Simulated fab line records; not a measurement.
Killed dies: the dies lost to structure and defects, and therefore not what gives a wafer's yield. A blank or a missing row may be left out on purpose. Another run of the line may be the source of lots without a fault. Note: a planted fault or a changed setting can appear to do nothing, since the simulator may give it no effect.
Split-lot trial ; flow n5_finfet ; route with 1938 steps; 7 lots, 21 wafers read

ABOUT THE SPLIT
At N5_BEOL_M12_SPUTTER_44 (material Ta, target thk 10 nm, time 16.13 s), the setting time_s was moved away from the recipe's 16.13 s on 5 of the 21 wafers read, by -9.5% to +9.6%. All remaining wafers had this setting at the recipe value.

The reading comes from the split's own step.

THE READING
Ta_of_BEOL_M12_SPUTTER_44.thk_nm (the simulator's own value, which no gauge read), in nm, at N5_BEOL_M12_SPUTTER_44 (material Ta, target thk 10 nm, time 16.13 s). The file does not state a usual value for it. The 16 wafers here that ran the recipe average 10.0 nm, standard deviation 0.21 nm.

wafer;tool, chamber at the split;time_s as run, s;against the recipe;Ta_of_BEOL_M12_SPUTTER_44.thk_nm, nm;against lot-mates on the recipe
L085.2;pvd_sputter-02, -;16.13;recipe;9.8;-
L085.4;pvd_sputter-02, -;16.13;recipe;9.8;-
L085.6;pvd_sputter-02, -;16.13;recipe;9.8;-
L090.2;pvd_sputter-01, -;16.13;recipe;10;-
L090.3;pvd_sputter-01, -;16.13;recipe;10.2;-
L090.5;pvd_sputter-01, -;14.59;-9.5%;9.2;-0.9
L091.1;pvd_sputter-02, -;16.13;recipe;9.8;-
L091.3;pvd_sputter-02, -;16.13;recipe;9.8;-
L091.6;pvd_sputter-02, -;16.13;recipe;9.8;-
L092.1;pvd_sputter-02, -;17.68;+9.6%;10.8;+0.8
L092.6;pvd_sputter-02, -;17.68;+9.6%;10.8;+0.8
L092.5;pvd_sputter-02, -;16.13;recipe;10;-
L094.2;pvd_sputter-03, -;16.13;recipe;10.2;-
L094.5;pvd_sputter-03, -;16.13;recipe;10.2;-
L094.3;pvd_sputter-03, -;16.13;recipe;10.4;-
L095.1;pvd_sputter-02, -;16.13;recipe;9.8;-
L095.2;pvd_sputter-02, -;17.45;+8.2%;10.8;+1.0
L095.5;pvd_sputter-02, -;17.45;+8.2%;10.8;+1.0
L096.2;pvd_sputter-03, -;16.13;recipe;10.2;-
L096.5;pvd_sputter-03, -;16.13;recipe;10.2;-
L096.6;pvd_sputter-03, -;16.13;recipe;10.2;-

FIT RESULTS
A straight line over all 21 wafers: Ta_of_BEOL_M12_SPUTTER_44.thk_nm changes by +0.0871 nm for each +1% of time_s; r = +0.90; the points scatter about the line by 0.19 nm.
The same after taking each lot's own level away (the mean of its wafers on the recipe; 21 wafers): +0.098 nm for each +1%; r = +0.98; scatter 0.093 nm.
The reading moves by 0.94 nm for the largest change in time_s, on that fit.
From 9.80 to 10.27 nm: that is the span of the lots' own levels, equal to 2.3 times the standard deviation above.
Hence the slope depends on the lot-to-lot level, as the two fits are not the same.
Check: with one of the wafers moved furthest among these (+9.6%) left out of the fit, the line predicts +0.994 nm for it against its lot-mates. Against them it came out at +0.8 nm.

THESE WAFERS: OTHER SPLITS
Other splits were also applied to these wafers ahead of the reading. Each is held against what the fit with the lots' levels taken away leaves over:
other split on the same wafers;wafers away from the commonest value;r with Ta_of_BEOL_M12_SPUTTER_44.thk_nm (lot level and that fit taken away)
N5_BEOL_M9_TRENCH_ETCH_37 source_w;5;+0.50
N5_BEOL_M11_PECVD_70 temp_c;11;+0.43
N5_BEOL_M11_COAT_59 spin_rpm;9;-0.41

THE FILE'S OWN FIT
Ta_of_BEOL_M12_SPUTTER_44.thk_nm changes by +0.0977 nm for each +1% of time_s, r = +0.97.
